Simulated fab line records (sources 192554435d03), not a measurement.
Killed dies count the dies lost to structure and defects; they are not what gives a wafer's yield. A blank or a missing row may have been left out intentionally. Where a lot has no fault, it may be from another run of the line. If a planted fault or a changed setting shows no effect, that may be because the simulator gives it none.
fab line records	flow n5-finfet
record lots=10	wafers=29	last-day=17
route steps=1938 shown MOL_CONTACT_COAG@540 BEOL_M4@1111 PASSIVATION@1936
lots that met no fault: taken from a fault-free run of the same line
start-h: start of the lot's first displayed wafer, in hours after the record's first day	wait-h: time in hours since the lot's previous step	" the same as in the row above	L1.1+2: a row that stands for several wafers	- no value present, or no start provided	* or withheld: withheld	< > ~ a bound
route shown NAME@n: names a module that has steps shown in the file, with the first one's number in the route	usual: mean/standard deviation of fault-free wafers	same: alike in all rows	chamber/n: place in a boat	sites: per-site readings	_std_site: standard deviation of those values	_edge_site: outer sites' mean less inner sites'	radius-mm: for every site, how far away it sits from the centre of the wafer	mask NAME#n: copy n	behind: the last tool/chamber to shape the wafer	hold: why the lot was held/for how many hours/how that ended	device: the transistor (n, p or np) that didn't switch	end of line: tests of these same wafers at the route's end	a step with no rows: only its recipe	killed: dies that structure and defects cost at the first sort, which is not the same as the wafer's yield	map: the dies of a wafer, with x for killed, . for not killed, _ for no die there
set.NAME: the setting that was run; set.NAME@STEP: the one run at that earlier step	model.NAME: the simulator's own value behind a step, which no gauge read
one table for each step of the route and one row for each wafer, over a sample of lots
services: a tool's chamber out of use, with start hour (start-h, from the record's first day; less than 0 if before it), hours out, and reason
## steps
# step N5_MOL_CONTACT_COAG_CD_MEAS_99
# recipe target-cd-nm=17.2	polarity=opening
# usual cd-nm=17.17/0.27
lot.wafer	tool	chamber	start-h	wait-h	cd-nm
L394.1	cd-sem-02	-	101.15	-	17.32
L394.3	"	-	"	"	17.88
L394.5	"	-	"	"	17.11
L395.2	cd-sem-03	-	111.05	-	16.88
L395.3	"	-	"	"	17.05
L395.4	"	-	"	"	17.57
L397.1	cd-sem-02	-	117.17	-	17.02
L397.4	"	-	"	"	17.12
L397.6	"	-	"	"	17.51
L401.3	cd-sem-02	-	141.87	-	16.92
L401.4	"	-	"	"	17.23
L401.6	"	-	"	"	16.82
L402.2	cd-sem-01	-	145.91	-	17.05
L402.3	"	-	"	"	17.41
L402.5	"	-	"	"	17.05
L407.3	cd-sem-03	-	176.41	-	16.55
L407.5	"	-	"	"	17.60
L407.6	"	-	"	"	16.75
L411.1	cd-sem-03	-	198.87	-	17.27
L411.3	"	-	"	"	17.10
L411.5	"	-	"	"	17.19
L412.1	cd-sem-02	-	211.75	-	16.93
L412.3	"	-	"	"	17.05
L413.3	cd-sem-01	-	213.53	-	17.12
L413.4	"	-	"	"	17.44
L413.6	"	-	"	"	17.49
L414.2	cd-sem-01	-	221.40	-	17.23
L414.4	"	-	"	"	17.42
L414.6	"	-	"	"	17.50
# step N5_MOL_CONTACT_COAG_TI_SIL_19
# recipe material=Ti	target-thk-a=42	temp-c=200	chamber-pressure-pa=5	power-w=5000	time-s=15
# usual throttle-valve-pct=29.9/1
# same time-s=15
lot.wafer	tool	chamber	start-h	wait-h	throttle-valve-pct
L394.1	pvd-sputter-03	-	102.59	0.2	29.7
L394.3	"	-	"	"	30.6
L394.5	"	-	"	"	30.4
L395.2	pvd-sputter-01	-	112.99	0.2	30.3
L395.3	"	-	"	"	29.7
L395.4	"	-	"	"	29.5
L397.1	pvd-sputter-01	-	117.81	0.3	30.4
L397.4	"	-	"	"	28.7
L397.6	"	-	"	"	29.5
L401.3	pvd-sputter-01	-	142.84	0.3	29.3
L401.4	"	-	"	"	29.7
L401.6	"	-	"	"	29.4
L402.2	pvd-sputter-02	-	146.88	0.2	30.8
L402.3	"	-	"	"	27.2
L402.5	"	-	"	"	30.7
L407.3	pvd-sputter-01	-	178.55	0.5	30.1
L407.5	"	-	"	"	29.0
L407.6	"	-	"	"	29.5
L411.1	pvd-sputter-01	-	199.65	0.5	30.2
L411.3	"	-	"	"	28.9
L411.5	"	-	"	"	29.4
L412.1	pvd-sputter-01	-	212.25	0.2	28.9
L412.3	"	-	"	"	29.5
L413.3	pvd-sputter-02	-	214.19	0.2	27.5
L413.4	"	-	"	"	30.8
L413.6	"	-	"	"	29.0
L414.2	pvd-sputter-02	-	222.64	0.3	27.4
L414.4	"	-	"	"	30.7
L414.6	"	-	"	"	31.3
# step N5_MOL_CONTACT_COAG_SPUTTER_143
# recipe material=Co	target-thk-a=25	temp-c=25	chamber-pressure-pa=0.2
# usual throttle-valve-pct=29.9/1.2
lot.wafer	tool	chamber	start-h	wait-h	throttle-valve-pct
L394.1	pvd-sputter-01	-	105.20	0.0	29.2
L394.3	"	-	"	"	28.9
L394.5	"	-	"	"	30.3
L395.2	pvd-sputter-01	-	113.89	0.0	29.4
L395.3	"	-	"	"	28.8
L395.4	"	-	"	"	29.8
L397.1	pvd-sputter-02	-	121.47	0.0	27.2
L397.4	"	-	"	"	31.2
L397.6	"	-	"	"	31.0
L401.3	pvd-sputter-02	-	143.97	0.0	31.2
L401.4	"	-	"	"	30.8
L401.6	"	-	"	"	29.1
L402.2	pvd-sputter-03	-	147.81	0.0	31.1
L402.3	"	-	"	"	31.4
L402.5	"	-	"	"	30.5
L407.3	pvd-sputter-02	-	179.73	0.0	27.3
L407.5	"	-	"	"	29.0
L407.6	"	-	"	"	31.0
L411.1	pvd-sputter-02	-	202.25	0.0	29.3
L411.3	"	-	"	"	31.0
L411.5	"	-	"	"	31.2
L412.1	pvd-sputter-02	-	213.06	0.0	30.9
L412.3	"	-	"	"	29.4
L413.3	pvd-sputter-02	-	215.28	0.0	29.2
L413.4	"	-	"	"	27.1
L413.6	"	-	"	"	31.3
L414.2	pvd-sputter-03	-	225.11	0.0	31.2
L414.4	"	-	"	"	30.6
L414.6	"	-	"	"	30.1
# step N5_MOL_CONTACT_COAG_ALD_27
# recipe material=SiOC	target-thk-a=170	temp-c=400	ald-precursor-family=carbosiloxane	ald-co-reactant=H2-plasma	pulse-time-s=1.5	time-s=2720	purge-time-s=2	co-reactant-purge-time-s=2	ald-cycles=340	pressure-torr=2
# usual ald-cycles=340/0	heater-power-w=864/140	precursor-pulse-height-rel=1.000/0.021	run-length-s=2770.0/0.58	time-s=2720/0
lot.wafer	tool	chamber	start-h	wait-h	ald-cycles	heater-power-w	precursor-pulse-height-rel	run-length-s	time-s
L394.1	ald-sin-01	1	110.71	0.0	340	811	0.964	2769.3	2720
L394.3	"	0	"	"	340	1112	0.991	2769.7	2720
L394.5	"	2	"	"	340	865	1.032	2769.3	2720
L395.2	ald-sin-04	1	117.95	0.5	340	806	0.985	2770.8	2720
L395.3	"	3	"	"	340	764	0.989	2770.0	2720
L395.4	"	2	"	"	340	813	0.984	2770.5	2720
L397.1	ald-sin-03	1	126.29	0.0	340	997	1.000	2770.2	2720
L397.4	"	0	"	"	340	769	0.995	2770.7	2720
L397.6	"	1	"	"	340	988	0.993	2769.8	2720
L401.3	ald-sin-01	0	147.97	0.0	340	1098	1.002	2769.9	2720
L401.4	"	3	"	"	340	719	1.005	2770.2	2720
L401.6	"	0	"	"	340	1078	0.969	2769.7	2720
L402.2	ald-sin-03	3	151.52	0.0	340	736	0.984	2770.1	2720
L402.3	"	1	"	"	340	982	1.015	2770.3	2720
L402.5	"	2	"	"	340	842	1.008	2769.8	2720
L407.3	ald-sin-01	0	183.61	0.0	255	1108	1.009	2089.5	2040
L407.5	"	3	"	"	255	752	1.005	2090.2	2040
L407.6	"	2	"	"	340	860	0.948	2769.4	2720
L411.1	ald-sin-04	3	206.05	0.0	340	747	0.997	2769.5	2720
L411.3	"	0	"	"	340	1153	1.033	2770.7	2720
L411.5	"	2	"	"	340	786	1.028	2770.1	2720
L412.1	ald-sin-01	0	217.38	0.0	340	1109	0.991	2769.9	2720
L412.3	"	1	"	"	255	789	1.047	2089.2	2040
L413.3	ald-sin-03	2	219.96	0.0	340	837	1.004	2769.9	2720
L413.4	"	1	"	"	340	1023	1.010	2769.8	2720
L413.6	"	0	"	"	340	775	0.996	2771.3	2720
L414.2	ald-sin-04	2	229.09	0.0	340	794	1.009	2770.4	2720
L414.4	"	1	"	"	340	806	1.004	2771.2	2720
L414.6	"	0	"	"	340	1109	0.984	2770.7	2720
# step N5_BEOL_M4_RC_MEAS_101
# usual DIBL_N=37.2/1.9	DIBL_P=37.3/2.2	IOFF_N=0.18/0.038	IOFF_P=0.22/0.039	ION_N=678/11	ION_P=462/6.9	SS_N=71.8/0.68	SS_P=73.5/0.65	VT_N=249/3.4	VT_P=-250/3.2
lot.wafer	tool	chamber	start-h	wait-h	DIBL_N[mV/V]	DIBL_P[mV/V]	IOFF_N[nA/um]	IOFF_P[nA/um]	ION_N[uA/um]	ION_P[uA/um]	SS_N[mV/dec]	SS_P[mV/dec]	VT_N[mV]	VT_P[mV]
L394.1	prober-02	0	188.22	0.0	39.3	37.7	0.19	0.21	668	450	71.0	73.9	248	-252
L394.3	"	0	"	"	40.1	37.9	0.23	0.22	678	459	72.0	74.3	244	-250
L394.5	"	0	"	"	41.2	40.2	0.24	0.25	681	461	72.1	74.2	244	-254
L395.2	prober-02	0	193.29	0.2	37.6	37.9	0.18	0.26	673	465	71.8	73.4	248	-248
L395.3	"	0	"	"	39.2	37.8	0.22	0.26	693	466	72.8	73.0	245	-245
L395.4	"	0	"	"	36.5	35.9	0.16	0.22	664	460	72.1	73.3	251	-249
L397.1	prober-01	0	209.26	0.0	37.4	40.0	0.20	0.25	686	475	72.4	73.3	244	-247
L397.4	"	0	"	"	36.9	38.2	0.19	0.23	676	465	72.2	74.3	249	-250
L397.6	"	0	"	"	35.6	36.7	0.16	0.20	679	457	71.0	73.1	251	-250
L402.2	prober-02	0	224.24	0.2	39.2	39.2	0.21	0.23	699	465	71.7	73.5	245	-249
L402.3	"	0	"	"	37.5	37.9	0.18	0.21	675	460	71.3	73.6	246	-250
L402.5	"	0	"	"	38.4	38.4	0.19	0.23	681	456	72.1	73.5	246	-252
L401.3	prober-01	0	224.27	0.3	37.8	36.8	0.16	0.21	684	460	71.1	73.3	252	-249
L401.4	"	0	"	"	37.4	36.3	0.15	0.21	691	472	71.6	72.7	251	-248
L401.6	"	0	"	"	34.0	32.8	0.11	0.17	676	471	70.4	71.9	254	-253
L407.3	prober-01	0	259.47	0.3	36.9	35.2	0.15	0.19	676	461	71.7	72.9	250	-250
L407.5	"	0	"	"	38.3	38.0	0.19	0.24	684	464	71.8	74.0	248	-249
L407.6	"	0	"	"	36.3	35.0	0.15	0.20	675	460	71.7	73.7	251	-251
L411.1	prober-01	0	291.84	0.0	37.6	35.7	0.16	0.21	677	463	71.9	73.2	249	-249
L411.3	"	0	"	"	37.7	35.5	0.17	0.21	670	457	72.4	73.9	247	-250
L411.5	"	0	"	"	37.3	36.3	0.16	0.24	677	464	72.1	73.7	248	-250
L412.1	prober-02	0	292.55	0.2	36.8	35.1	0.17	0.22	677	458	71.2	73.7	248	-248
L412.3	"	0	"	"	36.7	36.2	0.17	0.24	682	469	72.7	73.2	248	-248
L413.3	prober-02	0	300.65	0.3	36.7	38.0	0.19	0.22	684	462	71.4	73.8	247	-250
L413.4	"	0	"	"	37.6	39.6	0.22	0.26	690	462	72.2	73.6	247	-249
L413.6	"	0	"	"	36.4	37.7	0.18	0.22	685	462	72.3	73.1	248	-250
L414.2	prober-01	0	301.36	0.2	37.2	40.0	0.18	0.22	668	452	72.0	74.4	250	-251
L414.4	"	0	"	"	37.0	39.2	0.17	0.20	673	461	72.1	73.6	250	-255
L414.6	"	0	"	"	35.9	37.1	0.14	0.17	655	445	72.4	73.8	254	-255
# step N5_PASSIVATION_PROBE_49
# usual defect-limited-yield=91.2/1.6	killed_at_M0_to_M3=31/10	killed_at_M4_up=14/4.4	killed-at-contacts=13/6	killed-at-front-end=43/13	killed-at-other=3.5/2.6	killed-dies=104/18	killed-open=68/14	killed-short=34/8.1	sort_bin_4_leakage=0.01/0.073	sort_bin_5_function=5.1/1.1	sort_bin_6_memory=3.3/0.68	sort_bin_8_speed=0.00/0.0071	sort-n-pass=1076/18	sort-yield-pct=91.2/1.6
# same gross-dies=1180	killed-at-back-side=0
lot.wafer	tool	chamber	start-h	wait-h	defect-limited-yield[%]	killed_at_M0_to_M3	killed_at_M4_up	killed-at-contacts	killed-at-front-end	killed-at-other	killed-dies	killed-open	killed-short	sort_bin_4_leakage[%]	sort_bin_5_function[%]	sort_bin_6_memory[%]	sort_bin_8_speed[%]	sort-n-pass	sort-yield-pct[%]
L394.1	prober-02	-	289.90	0.0	89.5	54	9	8	50	3	124	83	41	0	5.8	4.2	0	1056	89.5
L394.3	prober-02	-	290.00	0.1	90.3	41	10	15	47	1	114	63	43	0	6.4	2.3	0	1066	90.3
L394.5	prober-02	-	290.10	0.2	91.5	40	10	9	40	1	100	74	26	0	5.4	3.0	0	1080	91.5
L395.2	prober-02	-	292.30	0.1	95.0	18	7	6	27	1	59	41	17	0	2.6	2.3	0	1121	95.0
L395.3	prober-02	-	292.35	0.1	93.2	28	9	12	26	5	80	51	29	0.08	3.6	3.1	0	1099	93.1
L395.4	prober-02	-	292.40	0.2	93.6	29	10	9	23	4	75	45	29	0	3.9	2.1	0	1105	93.6
L397.1	prober-01	-	311.97	0.0	89.7	22	11	17	63	8	121	87	33	0	5.6	4.4	0	1059	89.7
L397.4	prober-01	-	312.12	0.2	90.3	26	11	17	54	7	115	73	41	0	6.4	3.2	0	1065	90.3
L397.6	prober-01	-	312.22	0.3	90.6	28	7	8	64	4	111	69	39	0	6.1	3.2	0	1069	90.6
L402.3	prober-02	-	330.93	0.1	89.7	36	20	10	51	4	121	82	38	0	6.0	3.5	0	1059	89.7
L402.5	prober-02	-	331.03	0.2	91.4	40	14	0	38	9	101	61	39	0	5.4	2.9	0	1079	91.4
L412.1	prober-01	-	406.19	0.5	91.6	19	5	17	52	6	99	59	38	0	4.7	3.5	0	1081	91.6
L412.3	prober-01	-	406.29	0.6	87.3	44	23	27	54	2	150	106	42	0	7.5	4.8	0	1030	87.3
L414.2	prober-01	-	413.81	0.1	89.4	44	11	8	60	2	125	86	38	0	6.3	4.1	0	1055	89.4
L414.4	prober-01	-	413.91	0.2	91.3	38	11	15	39	0	103	74	26	0	5.3	3.2	0	1077	91.3
L414.6	prober-01	-	414.01	0.3	91.1	37	9	10	49	0	105	71	33	0	4.4	3.9	0	1075	91.1
# killed by level:class
L394.1 STI_FIN_REVEAL:geometric-particle:open=20 BEOL_M0_SAQP:geometric-particle:open=16 BEOL_M3:geometric-particle:open=12 BEOL_M0_SAQP:geometric-particle:short=11 FIN_SAQP:geometric-particle:open=9 STI_FIN_REVEAL:geometric-particle:short=6 BEOL_M2:geometric-particle:open=6 MOL_CONTACT_COAG:geometric-particle:open=5
L394.3 FIN_SAQP:geometric-particle:short=14 BEOL_M3:geometric-particle:open=14 MOL_CONTACT_COAG:geometric-particle:open=10 BEOL_M0_SAQP:geometric-particle:short=9 FIN_SAQP:geometric-particle:open=8 HKMG_FIN:area-etch=8 MOL_CONTACT_COAG:geometric-particle:short=5 BEOL_M1:geometric-particle:open=5
L394.5 STI_FIN_REVEAL:geometric-particle:open=13 BEOL_M0:geometric-particle:open=10 BEOL_M0_SAQP:geometric-particle:open=10 FIN_SAQP:geometric-particle:open=8 MOL_CONTACT_COAG:geometric-particle:open=7 BEOL_M2:geometric-particle:open=5 STI_FIN_REVEAL:geometric-particle:short=4 DUMMY_GATE:geometric-particle:open=4
L395.2 DUMMY_GATE:geometric-particle:open=9 BEOL_M0_SAQP:geometric-particle:open=6 MOL_CONTACT_COAG:geometric-particle:open=5 BEOL_M3:geometric-particle:open=5 FIN_SAQP:geometric-particle:open=4 BEOL_M0_SAQP:geometric-particle:short=3 BEOL_M5:geometric-particle:open=3 FIN_SAQP:geometric-particle:short=2
L395.3 MOL_CONTACT_COAG:geometric-particle:open=11 BEOL_M3:geometric-particle:open=8 BEOL_M0_SAQP:geometric-particle:short=6 FIN_SAQP:geometric-particle:open=4 FIN_SAQP:geometric-particle:short=4 STARTING-WAFER:geometric-particle:open=4 GATE_CUT:geometric-particle:short=4 BEOL_M2:geometric-particle:open=4
L395.4 BEOL_M0_SAQP:geometric-particle:short=11 MOL_CONTACT_COAG:geometric-particle:open=8 DUMMY_GATE:geometric-particle:open=6 BEOL_M5:geometric-particle:open=6 BEOL_M0:geometric-particle:open=5 FIN_SAQP:geometric-particle:short=4 STI_FIN_REVEAL:geometric-particle:open=4 BEOL_M2:geometric-particle:open=4
L397.1 STI_FIN_REVEAL:geometric-particle:open=19 MOL_CONTACT_COAG:geometric-particle:open=16 BEOL_M1:geometric-particle:open=10 FIN_SAQP:geometric-particle:short=9 FIN_SAQP:geometric-particle:open=9 DUMMY_GATE:geometric-particle:open=8 BEOL_M4:geometric-particle:open=6 STI_FIN_REVEAL:geometric-particle:short=6
L397.4 MOL_CONTACT_COAG:geometric-particle:open=17 STI_FIN_REVEAL:geometric-particle:open=14 FIN_SAQP:geometric-particle:short=10 BEOL_M1:geometric-particle:open=10 GATE_CUT:geometric-particle:short=8 FIN_SAQP:geometric-particle:open=7 BEOL_M0_SAQP:geometric-particle:short=6 DUMMY_GATE:geometric-particle:open=5
L397.6 FIN_SAQP:geometric-particle:short=15 STI_FIN_REVEAL:geometric-particle:open=12 DUMMY_GATE:geometric-particle:open=9 BEOL_M0_SAQP:geometric-particle:open=9 BEOL_M0_SAQP:geometric-particle:short=8 MOL_CONTACT_COAG:geometric-particle:open=7 STARTING-WAFER:geometric-particle:open=7 FIN_SAQP:geometric-particle:open=6
L402.3 FIN_SAQP:geometric-particle:open=17 BEOL_M0_SAQP:geometric-particle:short=12 BEOL_M0_SAQP:geometric-particle:open=12 MOL_CONTACT_COAG:geometric-particle:open=8 STI_FIN_REVEAL:geometric-particle:open=7 GATE_CUT:geometric-particle:short=6 BEOL_M3:geometric-particle:open=5 BEOL_M5:geometric-particle:open=4
L402.5 BEOL_M0_SAQP:geometric-particle:open=10 STI_FIN_REVEAL:geometric-particle:open=9 BEOL_M0_SAQP:geometric-particle:short=9 FIN_SAQP:geometric-particle:short=6 BEOL_M3:geometric-particle:open=6 BEOL_M4:geometric-particle:short=6 FIN_SAQP:geometric-particle:open=5 BEOL_M1:geometric-particle:open=5
L412.1 STI_FIN_REVEAL:geometric-particle:open=10 MOL_CONTACT_COAG:geometric-particle:open=10 FIN_SAQP:geometric-particle:open=9 FIN_SAQP:geometric-particle:short=8 MOL_CONTACT_COAG:geometric-particle:short=7 GATE_CUT:geometric-particle:short=6 BEOL_M1:geometric-particle:open=6 DUMMY_GATE:geometric-particle:open=4
L412.3 MOL_CONTACT_COAG:geometric-particle:open=23 FIN_SAQP:geometric-particle:short=13 BEOL_M0_SAQP:geometric-particle:open=12 BEOL_M4:geometric-particle:open=12 FIN_SAQP:geometric-particle:open=10 BEOL_M1:geometric-particle:open=9 BEOL_M2:geometric-particle:open=9 BEOL_M0_SAQP:geometric-particle:short=8
L414.2 FIN_SAQP:geometric-particle:open=16 STI_FIN_REVEAL:geometric-particle:open=16 BEOL_M2:geometric-particle:open=16 FIN_SAQP:geometric-particle:short=8 MOL_CONTACT_COAG:geometric-particle:open=7 BEOL_M1:geometric-particle:open=7 BEOL_M1:geometric-particle:short=7 BEOL_M2:geometric-particle:short=6
L414.4 BEOL_M1:geometric-particle:open=15 MOL_CONTACT_COAG:geometric-particle:open=14 BEOL_M2:geometric-particle:open=9 FIN_SAQP:geometric-particle:open=8 BEOL_M4:geometric-particle:open=5 STI_FIN_REVEAL:geometric-particle:open=5 DUMMY_GATE:geometric-particle:open=4 STARTING-WAFER:geometric-particle:short=4
L414.6 STI_FIN_REVEAL:geometric-particle:open=14 DUMMY_GATE:geometric-particle:open=12 BEOL_M0_SAQP:geometric-particle:open=10 MOL_CONTACT_COAG:geometric-particle:open=7 BEOL_M1:geometric-particle:open=7 BEOL_M2:geometric-particle:open=6 BEOL_M0_SAQP:geometric-particle:short=5 BEOL_M3:geometric-particle:open=5
## services
tool	chamber	start-h	hours	kind
ald-sin-03	-	85.37	14.0	pm
ald-sin-03	0	85.37	14.0	vent-cycle
ald-sin-03	1	85.37	14.0	vent-cycle
ald-sin-03	2	85.37	14.0	vent-cycle
ald-sin-03	3	85.37	14.0	vent-cycle
ald-sin-03	0	99.37	-	clean
ald-sin-03	1	99.37	-	clean
ald-sin-03	2	99.37	-	clean
ald-sin-03	3	99.37	-	clean
pvd-sputter-02	-	156.98	2.5	repair
## key
first-sign step=N5_MOL_CONTACT_COAG_ALD_27	reading=ald-cycles	direction=down	sigmas=99+	usual=*	struck=*
effect step=N5_MOL_CONTACT_COAG_ALD_27	reading=time-s	direction=down	sigmas=99+	usual=*	struck=*
met-at N5_MOL_CONTACT_COAG_ALD_27
struck-lots L407,L412
struck-wafers L407.3,L407.5,L412.3
not-acting-at N5_MOL_CONTACT_COAG_CD_MEAS_99,N5_MOL_CONTACT_COAG_TI_SIL_19,N5_MOL_CONTACT_COAG_SPUTTER_143
onset-between 147.97 183.61
fault kind=process-parameter-drift	tool=ald-sin-01	chamber=-	onset-h=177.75	steps=N5_MOL_CONTACT_COAG_ALD_27	channel=ald-cycles	offset=*	shape=step	end-h=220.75	scope=struck-wafers-only	acts-in=*	stated=*
